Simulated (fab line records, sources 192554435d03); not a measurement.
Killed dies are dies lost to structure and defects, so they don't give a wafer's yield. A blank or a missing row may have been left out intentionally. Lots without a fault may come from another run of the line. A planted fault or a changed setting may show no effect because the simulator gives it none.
The tool behind it: which one?	flow n5 finfet	24 lots with 72 wafers sampled at 6 steps, on a route of 1938 steps

== WHAT EACH GAUGE READ, for each wafer ==
N5_PMOS_HMC_CHANNEL_EPI_INSPECT_11: inspects for defects (macro).
lot	measured	on	raw defect count
L074	day 1 17:04	defect inspect-02	1 2 3
L075	day 1 23:16	defect inspect-02	5 4 2
L076	day 2 06:35	defect inspect-01	2 1 2
L077	day 2 11:53	defect inspect-02	2 2 2
L078	day 2 17:43	defect inspect-01	1 0 2
L079	day 2 23:07	defect inspect-02	0 2 4
L080	day 3 06:18	defect inspect-01	1 2 1
L081	day 3 11:10	defect inspect-02	2 5 0
L082	day 3 17:42	defect inspect-01	4 4 2
L083	day 4 00:17	defect inspect-02	3 4 1
L084	day 4 06:22	defect inspect-02	2 4 0
L085	day 4 12:10	defect inspect-02	0 3 2
L086	day 4 17:39	defect inspect-01	0 1 3
L087	day 5 00:18	defect inspect-02	1 2 2
L088	day 5 05:20	defect inspect-01	3 3 3
L089	day 5 11:24	defect inspect-01	3 2 2
L090	day 5 17:34	defect inspect-01	2 1 0
L091	day 6 05:13	defect inspect-01	2 2 3
L092	day 6 05:50	defect inspect-02	4 0 2
L093	day 6 11:47	defect inspect-01	2 2 2
L094	day 6 18:37	defect inspect-02	1 3 3
L095	day 6 23:43	defect inspect-01	1 2 5
L096	day 7 05:40	defect inspect-01	2 2 0
L097	day 7 11:16	defect inspect-01	1 1 3

N5_FIN_SAQP_CD_MEAS_37: target cd 8 nm.
lot	measured	on	cd nm (nm)
L074	day 2 01:25	cd sem-02	7.76 7.77 7.88
L075	day 2 09:16	cd sem-03	7.96 8.01 8.01
L076	day 2 15:44	cd sem-01	8.01 8.07 8.37
L077	day 2 20:26	cd sem-01	8.01 8.01 8.13
L078	day 3 02:10	cd sem-02	7.66 7.68 7.96
L079	day 3 07:42	cd sem-03	8.44 8.02 8.14
L080	day 3 16:11	cd sem-03	7.70 7.79 8.26
L081	day 3 21:26	cd sem-03	8.19 7.96 7.86
L082	day 4 04:26	cd sem-02	8.03 8.34 8.25
L083	day 4 11:25	cd sem-01	8.50 8.15 8.12
L084	day 4 17:38	cd sem-02	8.22 8.42 8.09
L085	day 4 23:16	cd sem-01	8.50 8.26 7.77
L086	day 5 03:03	cd sem-02	7.96 8.02 8.15
L087	day 5 09:13	cd sem-01	8.42 8.18 8.04
L088	day 5 14:44	cd sem-01	7.90 8.01 7.94
L089	day 5 20:20	cd sem-01	8.15 8.05 8.22
L090	day 6 10:17	cd sem-03	8.24 8.14 8.22
L091	day 6 15:44	cd sem-02	8.37 7.56 8.21
L092	day 6 16:09	cd sem-02	7.83 7.99 8.08
L093	day 6 23:59	cd sem-02	8.15 7.92 8.05
L094	day 7 04:32	cd sem-03	8.20 8.01 8.13
L095	day 7 08:31	cd sem-01	8.29 7.89 8.22
L096	day 7 15:38	cd sem-02	8.43 8.28 8.35
L097	day 7 20:47	cd sem-03	8.59 8.05 8.56

== EACH LOT AND THE TOOL THAT RAN IT (in order: tool; ch and the chambers of the sampled wafers; start) ==
lot	N5_WELL_APT_RTA_34	N5_FIN_SAQP_MANDREL_ETCH_22	N5_FIN_SAQP_MANDREL1_REMOVE_56	N5_FIN_SAQP_SPACER2_ETCHBACK_29
L074	rtp anneal-01 ch 0, day 1 15:49	rie si-02 ch 2,3, day 1 21:31	rie si-03 ch 0,1,3, day 1 23:16	rie diel-01 ch 1,2, day 2 00:46
L075	rtp anneal-02 ch 0, day 1 21:54	rie si-06 ch 0,2,3, day 2 04:40	rie si-02 ch 0,1,3, day 2 06:29	rie diel-01 ch 0,1,2, day 2 08:32
L076	rtp anneal-02 ch 0, day 2 05:20	rie si-06 ch 2,3, day 2 11:23	rie si-06 ch 1,2,3, day 2 13:11	rie diel-01 ch 1,3, day 2 14:57
L077	rtp anneal-02 ch 0, day 2 10:37	rie si-02 ch 0,1,2, day 2 16:29	rie si-03 ch 0,2, day 2 18:08	rie diel-01 ch 1,3, day 2 19:46
L078	rtp anneal-02 ch 0, day 2 16:19	rie si-02 ch 0,1,3, day 2 22:12	rie si-03 ch 1,2,3, day 2 23:49	rie diel-03 ch 0,1,3, day 3 01:20
L079	rtp anneal-01 ch 0, day 2 21:41	rie si-02 ch 0,2,3, day 3 03:40	rie si-06 ch 0,1,2, day 3 05:18	rie diel-01 ch 0,1, day 3 07:03
L080	rtp anneal-02 ch 0, day 3 04:56	rie si-03 ch 0,2, day 3 11:56	rie si-03 ch 0,3, day 3 13:33	rie diel-03 ch 0,2, day 3 15:25
L081	rtp anneal-02 ch 0, day 3 09:49	rie si-03 ch 0,1, day 3 16:47	rie si-02 ch 0,1,2, day 3 18:44	rie diel-01 ch 0,2,3, day 3 20:47
L082	rtp anneal-01 ch 0, day 3 16:17	rie si-02 ch 0,1,2, day 3 23:43	rie si-03 ch 0,1,3, day 4 01:54	rie diel-01 ch 2,3, day 4 03:38
L083	rtp anneal-01 ch 0, day 3 22:55	rie si-03 ch 0,2,3, day 4 06:58	rie si-03 ch 0,3, day 4 08:41	rie diel-01 ch 1,2, day 4 10:44
L084	rtp anneal-01 ch 0, day 4 05:06	rie si-02 ch 0,1,2, day 4 11:59	rie si-02 ch 2,3, day 4 13:39	rie diel-04 ch 0,2,3, day 4 16:59
L085	rtp anneal-02 ch 0, day 4 10:37	rie si-02 ch 1,3, day 4 18:35	rie si-02 ch 0,1,3, day 4 20:47	rie diel-04 ch 0,2, day 4 22:34
L086	rtp anneal-02 ch 0, day 4 16:18	rie si-02 ch 0,3, day 4 23:15	rie si-03 ch 1,3, day 5 00:52	rie diel-03 ch 0,1,2, day 5 02:23
L087	rtp anneal-02 ch 0, day 4 22:29	rie si-03 ch 0,1,2, day 5 05:06	rie si-03 ch 1,2,3, day 5 06:55	rie diel-03 ch 0,1,2, day 5 08:34
L088	rtp anneal-01 ch 0, day 5 03:37	rie si-02 ch 0,2, day 5 10:55	rie si-06 ch 1,3, day 5 12:35	rie diel-01 ch 0,2, day 5 14:04
L089	rtp anneal-02 ch 0, day 5 10:01	rie si-03 ch 1,2,3, day 5 16:01	rie si-06 ch 0,1,3, day 5 18:10	rie diel-03 ch 0,1,2, day 5 19:41
L090	rtp anneal-02 ch 0, day 5 16:11	rie si-06 ch 0,1,2, day 6 05:52	rie si-02 ch 0,2,3, day 6 07:51	rie diel-03 ch 0,1,2, day 6 09:29
L091	rtp anneal-01 ch 0, day 5 22:22	rie si-06 ch 0,3, day 6 11:18	rie si-06 ch 1,3, day 6 13:03	rie diel-03 ch 0,2, day 6 15:00
L092	rtp anneal-02 ch 0, day 6 04:07	rie si-03 ch 1,2, day 6 11:34	rie si-02 ch 2,3, day 6 13:39	rie diel-03 ch 0,3, day 6 15:07
L093	rtp anneal-01 ch 0, day 6 10:14	rie si-03 ch 1,3, day 6 20:13	rie si-02 ch 1,2, day 6 21:49	rie diel-04 ch 1,3, day 6 23:20
L094	rtp anneal-02 ch 0, day 6 15:58	rie si-06 ch 1,3, day 7 00:13	rie si-03 ch 1,3, day 7 02:20	rie diel-04 ch 0,3, day 7 03:53
L095	rtp anneal-02 ch 0, day 6 22:18	rie si-06 ch 1,2,3, day 7 04:35	rie si-02 ch 1,2,3, day 7 06:12	rie diel-03 ch 0,3, day 7 07:51
L096	rtp anneal-01 ch 0, day 7 04:13	rie si-06 ch 1,2, day 7 10:27	rie si-02 ch 0,1, day 7 12:52	rie diel-04 ch 0,1,2, day 7 14:59
L097	rtp anneal-01 ch 0, day 7 09:41	rie si-02 ch 1,2,3, day 7 16:58	rie si-03 ch 0,1,2, day 7 18:41	rie diel-03 ch 1,2,3, day 7 20:08
- N5_WELL_APT_RTA_34: time 10 s.
- N5_FIN_SAQP_MANDREL_ETCH_22: etches a-Si in HBr/Cl2, stops on SiNx, target depth 60 nm, bt time 10 s, time 30 s.
- N5_FIN_SAQP_MANDREL1_REMOVE_56: chemistry HBr/Cl2/O2, target a-Si, stops on SiNx, bt time 10 s.
- N5_FIN_SAQP_SPACER2_ETCHBACK_29: etches SiO2 in CHF3/O2, target depth 12.2 nm, time 6.1 s.

== AS READ BY THE TOOLS THEMSELVES (means over the sampled wafers that have a number; for cases with no such wafer, the mark the record gives instead) ==
N5_WELL_APT_RTA_34.
lot	tool	lamp power pct (%)	lamp_zone_5_pct (%)	wafer_temp_C_max
L074	rtp anneal-01	13.00	13.02	1003.4
L075	rtp anneal-02	12.97	13.01	1003.0
L076	rtp anneal-02	12.98	13.03	1003.6
L077	rtp anneal-02	12.99	12.98	1005.3
L078	rtp anneal-02	13.00	12.99	1004.7
L079	rtp anneal-01	12.98	12.99	1003.0
L080	rtp anneal-02	13.00	12.97	1003.9
L081	rtp anneal-02	12.96	13.02	1003.0
L082	rtp anneal-01	13.03	13.00	1004.1
L083	rtp anneal-01	12.98	13.00	1003.6
L084	rtp anneal-01	12.99	13.00	1002.6
L085	rtp anneal-02	13.00	13.00	1003.7
L086	rtp anneal-02	13.01	13.02	1003.0
L087	rtp anneal-02	12.98	12.98	1003.0
L088	rtp anneal-01	13.06	12.98	1002.8
L089	rtp anneal-02	13.00	13.01	1003.4
L090	rtp anneal-02	13.05	12.99	1003.3
L091	rtp anneal-01	12.99	13.03	1003.9
L092	rtp anneal-02	13.03	12.98	1003.8
L093	rtp anneal-01	12.97	13.01	1003.3
L094	rtp anneal-02	13.01	13.01	1004.2
L095	rtp anneal-02	13.04	13.02	1003.9
L096	rtp anneal-01	13.02	12.99	1004.8
L097	rtp anneal-01	13.01	13.00	1002.2

N5_FIN_SAQP_MANDREL_ETCH_22.
lot	tool	drypump motor current A (A)	oes product au (a.u.)	throttle valve pct (%)
L074	rie si-02	5.54	0.771	35.63
L075	rie si-06	5.66	0.763	35.18
L076	rie si-06	5.78	0.765	35.08
L077	rie si-02	5.67	0.774	35.46
L078	rie si-02	5.49	0.770	35.54
L079	rie si-02	5.73	0.771	35.56
L080	rie si-03	5.69	0.772	35.09
L081	rie si-03	5.80	0.781	35.06
L082	rie si-02	5.69	0.772	35.47
L083	rie si-03	5.69	0.750	35.21
L084	rie si-02	5.64	0.782	35.46
L085	rie si-02	5.31	0.785	35.60
L086	rie si-02	5.74	0.774	35.55
L087	rie si-03	5.66	0.773	35.11
L088	rie si-02	5.88	0.778	35.49
L089	rie si-03	5.67	0.760	35.22
L090	rie si-06	5.60	0.757	35.25
L091	rie si-06	5.57	0.768	35.26
L092	rie si-03	5.48	0.767	35.14
L093	rie si-03	5.85	0.745	35.29
L094	rie si-06	5.57	0.768	35.57
L095	rie si-06	5.64	0.771	35.35
L096	rie si-06	5.56	0.778	35.41
L097	rie si-02	5.48	0.769	35.56

N5_FIN_SAQP_MANDREL1_REMOVE_56.
lot	tool	drypump motor current A (A)	oes product au (a.u.)	throttle valve pct (%)
L074	rie si-03	5.83	0.992	36.50
L075	rie si-02	5.50	1.012	36.88
L076	rie si-06	5.63	1.008	36.68
L077	rie si-03	5.52	1.004	36.47
L078	rie si-03	5.66	0.994	36.54
L079	rie si-06	5.60	1.007	36.57
L080	rie si-03	5.88	0.992	36.61
L081	rie si-02	5.68	1.002	36.83
L082	rie si-03	5.82	1.001	36.51
L083	rie si-03	5.88	0.989	36.62
L084	rie si-02	5.70	1.016	36.90
L085	rie si-02	5.50	1.009	36.88
L086	rie si-03	5.80	0.994	36.51
L087	rie si-03	5.67	0.984	36.54
L088	rie si-06	5.49	1.010	36.96
L089	rie si-06	5.53	1.010	36.79
L090	rie si-02	5.74	1.013	36.90
L091	rie si-06	5.50	1.020	36.95
L092	rie si-02	5.71	1.017	36.89
L093	rie si-02	5.40	1.009	36.81
L094	rie si-03	5.85	0.988	36.61
L095	rie si-02	5.47	1.014	36.88
L096	rie si-02	5.69	1.000	36.83
L097	rie si-03	5.65	1.001	36.44

N5_FIN_SAQP_SPACER2_ETCHBACK_29.
lot	tool	CHF3_flow_sccm (sccm)	drypump motor current A (A)	oes_ar_750_au (a.u.)	oes product au (a.u.)	rf vpp V (V)	showerhead plenum p Torr (Torr)	throttle valve pct (%)
L074	rie diel-01	50.01	6.4	0.79	0.79	526	2.42	18.94
L075	rie diel-01	50.14	6.3	0.75	0.76	526	2.38	19.03
L076	rie diel-01	49.96	6.3	0.91	0.91	523	2.45	18.96
L077	rie diel-01	50.08	6.3	0.90	0.91	523	2.45	18.96
L078	rie diel-03	50.05	5.9	0.72	0.72	525	2.43	18.97
L079	rie diel-01	49.94	6.6	0.73	0.72	525	2.37	19.17
L080	rie diel-03	50.05	5.6	0.73	0.73	520	2.46	18.88
L081	rie diel-01	50.04	6.2	0.80	0.80	525	2.39	18.99
L082	rie diel-01	50.07	6.0	0.83	0.84	525	2.45	18.79
L083	rie diel-01	49.89	6.4	0.77	0.77	525	2.41	18.98
L084	rie diel-04	49.83	5.6	0.73	0.72	519	2.39	18.99
L085	rie diel-04	49.85	5.2	0.74	0.74	519	2.40	19.06
L086	rie diel-03	50.09	5.8	0.71	0.71	523	2.42	19.02
L087	rie diel-03	49.97	5.8	0.71	0.72	524	2.42	19.03
L088	rie diel-01	50.17	6.1	0.83	0.83	529	2.47	18.80
L089	rie diel-03	50.09	5.8	0.71	0.71	523	2.42	19.03
L090	rie diel-03	49.90	5.8	0.70	0.70	522	2.42	19.03
L091	rie diel-03	49.99	5.6	0.71	0.71	520	2.45	18.92
L092	rie diel-03	49.99	5.9	0.71	0.71	527	2.41	18.92
L093	rie diel-04	50.01	5.9	0.73	0.72	520	2.42	19.01
L094	rie diel-04	50.06	5.8	0.70	0.70	519	2.37	18.95
L095	rie diel-03	50.22	6.0	0.71	0.70	528	2.41	18.94
L096	rie diel-04	50.11	5.4	0.74	0.74	523	2.43	19.05
L097	rie diel-03	49.94	6.0	0.70	0.69	526	2.38	19.08

== THE ANSWER, worked out from the rows above alone ==
Rule: the lots themselves supply what counts as usual. The widest of any qualifying gaps counts: lots, ordered by their means at a reading, are off when they make up no more than a third of the lots, leave a main group of 4 or more, and stand apart from it by 3 or more times the standard deviation of that group's means. A main group is skipped when, at the precision printed for the reading in the tables above, its means are all equal. Also off: a lot with no number at a reading for which 4 or more lots have one. All remaining lots with rows at the step are treated as sound. First the gauges in route order, then the tools' own readings, where a lot's mean is used as printed above. At the first step where some lot is off, the reading lying furthest off is the one used; lots without a number count as furthest.
No lot is off on any of the readings shown, so nothing can be concluded from this.

== WHAT WAS PUT IN BY THE SIMULATOR ==
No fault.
